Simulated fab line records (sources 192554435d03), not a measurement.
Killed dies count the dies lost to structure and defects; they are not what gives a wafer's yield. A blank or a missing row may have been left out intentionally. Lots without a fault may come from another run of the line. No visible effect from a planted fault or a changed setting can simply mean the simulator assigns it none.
Split-lot trial || flow n5_finfet || route with 1938 steps; 7 lots, 39 wafers read

SPLIT DETAILS
At N5_MOL_CONTACT_COAG_ETCH_91 (etches SOC in N2/H2, target depth 60 nm, overetch 21 nm, time 101.2 s), the setting source_w was moved away from the recipe's 840 W on 15 of the 39 wafers read, by +7.0% to +17.7%. All remaining wafers had this setting at the recipe value.

Reading taken at the split's own step.

THE READING
rf_vpp_V, in V, at N5_MOL_CONTACT_COAG_ETCH_91 (etches SOC in N2/H2, target depth 60 nm, overetch 21 nm, time 101.2 s). Typical for fault-free wafers on this fab line: 524 V, with standard deviation 3.1 V.

{"wafer": "L080.1", "tool, chamber at the split": "rie_diel-02, 0", "source_w as run, W": 840, "against the recipe": "recipe", "rf_vpp_V, V": 520, "against lot-mates on the recipe": "-"}
{"wafer": "L080.2", "tool, chamber at the split": "rie_diel-02, 1", "source_w as run, W": 898.6, "against the recipe": "+7.0%", "rf_vpp_V, V": 507, "against lot-mates on the recipe": -14}
{"wafer": "L080.3", "tool, chamber at the split": "rie_diel-02, 3", "source_w as run, W": 898.6, "against the recipe": "+7.0%", "rf_vpp_V, V": 513, "against lot-mates on the recipe": -8}
{"wafer": "L080.4", "tool, chamber at the split": "rie_diel-02, 2", "source_w as run, W": 840, "against the recipe": "recipe", "rf_vpp_V, V": 523, "against lot-mates on the recipe": "-"}
{"wafer": "L080.5", "tool, chamber at the split": "rie_diel-02, 0", "source_w as run, W": 898.6, "against the recipe": "+7.0%", "rf_vpp_V, V": 508, "against lot-mates on the recipe": -13}
{"wafer": "L080.6", "tool, chamber at the split": "rie_diel-02, 1", "source_w as run, W": 840, "against the recipe": "recipe", "rf_vpp_V, V": 520, "against lot-mates on the recipe": "-"}
{"wafer": "L087.1", "tool, chamber at the split": "rie_diel-01, 1", "source_w as run, W": 840, "against the recipe": "recipe", "rf_vpp_V, V": 526, "against lot-mates on the recipe": "-"}
{"wafer": "L087.5", "tool, chamber at the split": "rie_diel-01, 1", "source_w as run, W": 840, "against the recipe": "recipe", "rf_vpp_V, V": 527, "against lot-mates on the recipe": "-"}
{"wafer": "L087.6", "tool, chamber at the split": "rie_diel-01, 0", "source_w as run, W": 840, "against the recipe": "recipe", "rf_vpp_V, V": 522, "against lot-mates on the recipe": "-"}
{"wafer": "L090.1", "tool, chamber at the split": "rie_diel-01, 1", "source_w as run, W": 840, "against the recipe": "recipe", "rf_vpp_V, V": 527, "against lot-mates on the recipe": "-"}
{"wafer": "L090.2", "tool, chamber at the split": "rie_diel-01, 2", "source_w as run, W": 840, "against the recipe": "recipe", "rf_vpp_V, V": 519, "against lot-mates on the recipe": "-"}
{"wafer": "L090.3", "tool, chamber at the split": "rie_diel-01, 3", "source_w as run, W": 840, "against the recipe": "recipe", "rf_vpp_V, V": 524, "against lot-mates on the recipe": "-"}
{"wafer": "L090.4", "tool, chamber at the split": "rie_diel-01, 0", "source_w as run, W": 840, "against the recipe": "recipe", "rf_vpp_V, V": 524, "against lot-mates on the recipe": "-"}
{"wafer": "L090.5", "tool, chamber at the split": "rie_diel-01, 2", "source_w as run, W": 840, "against the recipe": "recipe", "rf_vpp_V, V": 521, "against lot-mates on the recipe": "-"}
{"wafer": "L090.6", "tool, chamber at the split": "rie_diel-01, 3", "source_w as run, W": 840, "against the recipe": "recipe", "rf_vpp_V, V": 525, "against lot-mates on the recipe": "-"}
{"wafer": "L092.1", "tool, chamber at the split": "rie_diel-05, 2", "source_w as run, W": 840, "against the recipe": "recipe", "rf_vpp_V, V": 521, "against lot-mates on the recipe": "-"}
{"wafer": "L092.2", "tool, chamber at the split": "rie_diel-05, 3", "source_w as run, W": 840, "against the recipe": "recipe", "rf_vpp_V, V": 529, "against lot-mates on the recipe": "-"}
{"wafer": "L092.3", "tool, chamber at the split": "rie_diel-05, 1", "source_w as run, W": 973.3, "against the recipe": "+15.9%", "rf_vpp_V, V": 502, "against lot-mates on the recipe": -21}
{"wafer": "L092.4", "tool, chamber at the split": "rie_diel-05, 0", "source_w as run, W": 973.3, "against the recipe": "+15.9%", "rf_vpp_V, V": 500, "against lot-mates on the recipe": -23}
{"wafer": "L092.5", "tool, chamber at the split": "rie_diel-05, 2", "source_w as run, W": 840, "against the recipe": "recipe", "rf_vpp_V, V": 520, "against lot-mates on the recipe": "-"}
{"wafer": "L092.6", "tool, chamber at the split": "rie_diel-05, 1", "source_w as run, W": 973.3, "against the recipe": "+15.9%", "rf_vpp_V, V": 501, "against lot-mates on the recipe": -22}
{"wafer": "L095.1", "tool, chamber at the split": "rie_diel-01, 3", "source_w as run, W": 840, "against the recipe": "recipe", "rf_vpp_V, V": 525, "against lot-mates on the recipe": "-"}
{"wafer": "L095.2", "tool, chamber at the split": "rie_diel-01, 0", "source_w as run, W": 840, "against the recipe": "recipe", "rf_vpp_V, V": 522, "against lot-mates on the recipe": "-"}
{"wafer": "L095.3", "tool, chamber at the split": "rie_diel-01, 0", "source_w as run, W": 953, "against the recipe": "+13.5%", "rf_vpp_V, V": 500, "against lot-mates on the recipe": -24}
{"wafer": "L095.4", "tool, chamber at the split": "rie_diel-01, 3", "source_w as run, W": 953, "against the recipe": "+13.5%", "rf_vpp_V, V": 504, "against lot-mates on the recipe": -20}
{"wafer": "L095.5", "tool, chamber at the split": "rie_diel-01, 0", "source_w as run, W": 953, "against the recipe": "+13.5%", "rf_vpp_V, V": 501, "against lot-mates on the recipe": -23}
{"wafer": "L095.6", "tool, chamber at the split": "rie_diel-01, 3", "source_w as run, W": 840, "against the recipe": "recipe", "rf_vpp_V, V": 526, "against lot-mates on the recipe": "-"}
{"wafer": "L096.1", "tool, chamber at the split": "rie_diel-01, 0", "source_w as run, W": 898.6, "against the recipe": "+7.0%", "rf_vpp_V, V": 512, "against lot-mates on the recipe": -13}
{"wafer": "L096.2", "tool, chamber at the split": "rie_diel-01, 2", "source_w as run, W": 840, "against the recipe": "recipe", "rf_vpp_V, V": 529, "against lot-mates on the recipe": "-"}
{"wafer": "L096.3", "tool, chamber at the split": "rie_diel-01, 1", "source_w as run, W": 898.6, "against the recipe": "+7.0%", "rf_vpp_V, V": 513, "against lot-mates on the recipe": -12}
{"wafer": "L096.4", "tool, chamber at the split": "rie_diel-01, 3", "source_w as run, W": 840, "against the recipe": "recipe", "rf_vpp_V, V": 525, "against lot-mates on the recipe": "-"}
{"wafer": "L096.5", "tool, chamber at the split": "rie_diel-01, 1", "source_w as run, W": 898.6, "against the recipe": "+7.0%", "rf_vpp_V, V": 514, "against lot-mates on the recipe": -11}
{"wafer": "L096.6", "tool, chamber at the split": "rie_diel-01, 0", "source_w as run, W": 840, "against the recipe": "recipe", "rf_vpp_V, V": 522, "against lot-mates on the recipe": "-"}
{"wafer": "L097.1", "tool, chamber at the split": "rie_diel-01, 2", "source_w as run, W": 840, "against the recipe": "recipe", "rf_vpp_V, V": 527, "against lot-mates on the recipe": "-"}
{"wafer": "L097.2", "tool, chamber at the split": "rie_diel-01, 1", "source_w as run, W": 840, "against the recipe": "recipe", "rf_vpp_V, V": 525, "against lot-mates on the recipe": "-"}
{"wafer": "L097.3", "tool, chamber at the split": "rie_diel-01, 0", "source_w as run, W": 988.3, "against the recipe": "+17.7%", "rf_vpp_V, V": 493, "against lot-mates on the recipe": -34}
{"wafer": "L097.4", "tool, chamber at the split": "rie_diel-01, 3", "source_w as run, W": 988.3, "against the recipe": "+17.7%", "rf_vpp_V, V": 497, "against lot-mates on the recipe": -30}
{"wafer": "L097.5", "tool, chamber at the split": "rie_diel-01, 2", "source_w as run, W": 840, "against the recipe": "recipe", "rf_vpp_V, V": 528, "against lot-mates on the recipe": "-"}
{"wafer": "L097.6", "tool, chamber at the split": "rie_diel-01, 1", "source_w as run, W": 988.3, "against the recipe": "+17.7%", "rf_vpp_V, V": 499, "against lot-mates on the recipe": -28}

THE FIT
A straight line over all 39 wafers: rf_vpp_V changes by -1.57 V for each +1% of source_w; r = -0.96; the points scatter about the line by 2.9 V.
The same after taking each lot's own level away (the mean of its wafers on the recipe; 39 wafers): -1.61 V for each +1%; r = -0.97; scatter 2.6 V.
That fit puts the effect of the largest move of source_w on the reading at 28 V.
The span of the lots' own levels, 521.0 to 526.7 V, comes to 1.8 times the standard deviation stated above.
The two slopes agree, so the slope changes little with the lot-to-lot level.
Check: with one of the wafers moved furthest among these (+17.7%) left out of the fit, the line predicts -27.8 V for it against its lot-mates. Against them it came out at -33.7 V.
Tool readings at the split's step, against how far the setting was moved: rf_vpp_V r = -0.96.

ADDITIONAL SPLITS CARRIED BY THESE WAFERS
Before the reading, these wafers also passed through other splits. Each is held against what the fit with the lots' levels taken away leaves over:
{"other split on the same wafers": "N5_DUMMY_GATE_CVD_03 target_thk_a", "wafers away from the commonest value": 30, "r with rf_vpp_V (lot level and that fit taken away)": "+0.05"}
{"other split on the same wafers": "N5_DUMMY_GATE_ETCH_32 time_s", "wafers away from the commonest value": 12, "r with rf_vpp_V (lot level and that fit taken away)": -0.05}
{"other split on the same wafers": "N5_GATE_CUT_ETCH_58 source_w", "wafers away from the commonest value": 12, "r with rf_vpp_V (lot level and that fit taken away)": "+0.08"}

FILE'S OWN FIT
rf_vpp_V changes by -1.63 V for each +1% of source_w, r = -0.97.
